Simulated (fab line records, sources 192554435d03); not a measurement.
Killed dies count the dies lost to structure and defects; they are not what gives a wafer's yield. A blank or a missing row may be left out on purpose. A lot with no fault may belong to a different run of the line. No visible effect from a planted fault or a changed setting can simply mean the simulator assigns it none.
Matching of chambers ; flow n5Finfet ; N5_BEOL_M10_ALD_74 on aldMetal-01: 4 sister chambers
The step deposits TaN, target thk 2 nm, pulse time 2 s, purge time 3 s. 4 wafers are shown with their chamber, then 7 later ones without.

## WAFERS, EACH WITH ITS CHAMBER
wafer;chamber;heaterPowerW (W)
L080.5;0;537
L087.6;3;459
L090.4;1;389
L090.5;2;479

## WAFERS WITHOUT THEIR CHAMBER
wafer;heaterPowerW (W)
L090.6;390
L093.2;477
L093.4;460
L093.5;473
L094.1;453
L094.4;521
L094.5;391

## WHICH CHAMBER EACH ONE RAN IN
wafer;from the rows above;in truth
L090.6;1;1
L093.2;2;2
L093.4;3;3
L093.5;can't be placed: 2 or 3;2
L094.1;3;3
L094.4;0;0
L094.5;1;1
Correctly placed: 6 of 7. Cannot be placed on the basis of these rows: 1; the candidates contain the true chamber in 1. Wrongly placed: 0.
How it was worked out, from the rows above alone: a wafer's distance from a chamber is the root of the sum, over the readings, of the square of ((its reading less the chamber's mean) divided by the reading's scatter). If the next closest chamber is less than 2 further off than the closest, the wafer can't be placed; otherwise it belongs to the closest. The mean given for a chamber averages the wafers shown for that chamber. The scatter: root of mean squared gap, hidden wafer to nearest shown wafer, with one shown wafer a chamber.
